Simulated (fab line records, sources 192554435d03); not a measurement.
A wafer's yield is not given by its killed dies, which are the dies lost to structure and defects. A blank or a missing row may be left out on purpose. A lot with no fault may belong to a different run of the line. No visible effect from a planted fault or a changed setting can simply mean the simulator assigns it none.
Problem report, 8D (eight disciplines) form, completed by code | flow n5 finfet | the parts of the form that need people (team, actions taken, sign-off) are left out

## 1. THE PROBLEM
Mean of spin speed rpm at N5_BEOL_M2_COAT_22: 1420.2 rpm across 9 wafers in 3 lots; on wafers with no fault it is 1500.1 rpm (standard deviation 1). That puts it -80 standard deviations away from the usual mean.
The step: resist thk 30 nm.
Earliest sighting: wafer L425.1 on litho track-02 at day 11 06:32. The record has a number at this step for 30 wafers belonging to 10 lots. Rule for "out", or "out of limits": more than 4 standard deviations from the usual mean. The rest of the wafers with a number are treated as sound.

## 2. WHAT IT IS, AND WHAT IT ISN'T
question                    | is                     | is not
which readings at this step | spin speed rpm         | -
which lots                  | L425, L426, L431       | L412, L414, L419, L421, L432, L433, L434
which wafers of those lots  | all that have a number | -
read on which tools         | litho track-02         | litho track-01, litho track-04
when                        | from day 11 06:32      | up to then (12 sound wafers); but 9 sound wafers of L432, L433, L434 came after

## 3. SUSPECTS, AND WHAT RULES EACH OUT
Counting: a tool at any process step up to the reading remains a suspect when it ran all the lots that are out and ran no sound lot after the first of those.
- litho track-02 at N5_BEOL_M2_COAT_22 (resist thk 30 nm): kept. Every lot that is out went through it, starting with L425 (day 11 06:32), and after that it ran no sound lot; the last sound lot it ran before then is L421 (day 10 05:14). On those wafers its own readings are out: spin speed rpm.
After counting, what remains is litho track-02 at N5_BEOL_M2_COAT_22.

## 4. THE CAUSE (what the simulator had put in)
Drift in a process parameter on litho track-02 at N5_BEOL_M2_COAT_22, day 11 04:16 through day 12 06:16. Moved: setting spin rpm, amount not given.
After counting, this tool was the only one left.

## 5. THE CHAIN OF EFFECTS, in route order
Each row: a reading where the mean over the struck wafers with a number is more than 3 standard deviations away from the usual. Only readings for which the record gives a usual standard deviation are gone through. hours: the time from each lot's start at the first step in this table that gives one to its start at this step, as a median over the lots. sigmas: the change in usual standard deviations.
hours | step               | reading        | usual      | on struck wafers | change | sigmas
0     | N5_BEOL_M2_COAT_22 | spin speed rpm | 1500.1 rpm | 1420.2           | -79.9  | -80
The process steps in it:
- N5_BEOL_M2_COAT_22: resist thk 30 nm.
Later measuring or inspecting steps at which every struck wafer that the step has a row for has a number for every such reading, and none has moved that far: N5_BEOL_M4_RC_MEAS_101.

## 6. WHAT WOULD HAVE CAUGHT IT SOONER
First out-of-limits reading in this record: day 11 06:32, which is 2 hours after fault onset at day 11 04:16.
